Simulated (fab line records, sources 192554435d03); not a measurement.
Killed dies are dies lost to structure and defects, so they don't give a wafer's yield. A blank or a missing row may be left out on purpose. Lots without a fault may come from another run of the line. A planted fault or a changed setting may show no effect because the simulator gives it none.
Split-lot experiment | flow n5_finfet | 7 lots, 21 wafers read, on a route of 1938 steps

THE SPLIT
At N5_BEOL_M14_TRENCH_ETCH_34 (etches SiO2 in C4F8/O2/Ar, target depth 556.65 nm, time 126.9 s), the setting bias_w was moved away from the recipe's 2040 W on 7 of the 21 wafers read, by -11.8% to +15.9%. The other wafers ran this setting at the recipe's value.

The reading is taken at the split's own step.

THE READING
rf_vpp_V, in V, at N5_BEOL_M14_TRENCH_ETCH_34 (etches SiO2 in C4F8/O2/Ar, target depth 556.65 nm, time 126.9 s). Fault-free wafers of this fab line usually give 2228 V, standard deviation 52 V.

wafer  | tool, chamber at the split | bias_w as run, W | against the recipe | rf_vpp_V, V | against lot-mates on the recipe
L083.1 | rie_diel-03, 1             | 2040             | recipe             | 2193        | -
L083.3 | rie_diel-03, 2             | 2040             | recipe             | 2229        | -
L083.5 | rie_diel-03, 2             | 2040             | recipe             | 2227        | -
L080.2 | rie_diel-04, 2             | 1799             | -11.8%             | 2024        | -188
L080.4 | rie_diel-04, 3             | 1799             | -11.8%             | 2108        | -104
L080.5 | rie_diel-04, 2             | 2040             | recipe             | 2212        | -
L079.1 | rie_diel-04, 1             | 2356             | +15.5%             | 2452        | +291
L079.3 | rie_diel-04, 0             | 2040             | recipe             | 2161        | -
L079.4 | rie_diel-04, 3             | 2356             | +15.5%             | 2538        | +377
L082.1 | rie_diel-02, 1             | 2040             | recipe             | 2230        | -
L082.5 | rie_diel-02, 1             | 2365             | +15.9%             | 2469        | +239
L082.6 | rie_diel-02, 0             | 2365             | +15.9%             | 2407        | +177
L094.3 | rie_diel-04, 2             | 2040             | recipe             | 2211        | -
L094.4 | rie_diel-04, 2             | 2040             | recipe             | 2211        | -
L094.6 | rie_diel-04, 3             | 2040             | recipe             | 2299        | -
L092.2 | rie_diel-04, 3             | 2040             | recipe             | 2301        | -
L092.4 | rie_diel-04, 1             | 2265             | +11.0%             | 2385        | +154
L092.5 | rie_diel-04, 0             | 2040             | recipe             | 2161        | -
L096.1 | rie_diel-04, 2             | 2040             | recipe             | 2211        | -
L096.4 | rie_diel-04, 1             | 2040             | recipe             | 2218        | -
L096.6 | rie_diel-04, 0             | 2040             | recipe             | 2161        | -

THE FIT
A straight line over all 21 wafers: rf_vpp_V changes by +15 V for each +1% of bias_w; r = +0.94; the points scatter about the line by 45 V.
The same after taking each lot's own level away (the mean of its wafers on the recipe; 21 wafers): +15.7 V for each +1%; r = +0.93; scatter 51 V.
On that fit, the largest move of bias_w shifts the reading by 2.5e+02 V.
The lots' own levels span 2161.0 to 2240.3 V, that is 1.5 times the standard deviation above.
So the lot-to-lot level changes the slope little: the two slopes agree.
Check: with one of the wafers moved furthest among these (+15.9%) left out of the fit, the line predicts +261 V for it against its lot-mates. It came out at +239 V against them.
Tool readings at the split's step, against how far the setting was moved: rf_vpp_V r = +0.94.

OTHER SPLITS ON THESE WAFERS
These wafers also went through other splits before the reading. Each is held against what the fit with the lots' levels taken away leaves over:
other split on the same wafers | wafers away from the commonest value | r with rf_vpp_V (lot level and that fit taken away)
N5_BEOL_M11_ETCH_41 time_s     | 8                                    | +0.00
N5_BEOL_M12_COAT_65 spin_rpm   | 5                                    | +0.69
N5_BEOL_M13_EXPOSE_07 dose_mj  | 7                                    | +0.10
N5_BEOL_M13_ETCH_59 time_s     | 10                                   | +0.06

THE FILE'S OWN FIT
rf_vpp_V changes by +15.8 V for each +1% of bias_w, r = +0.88.
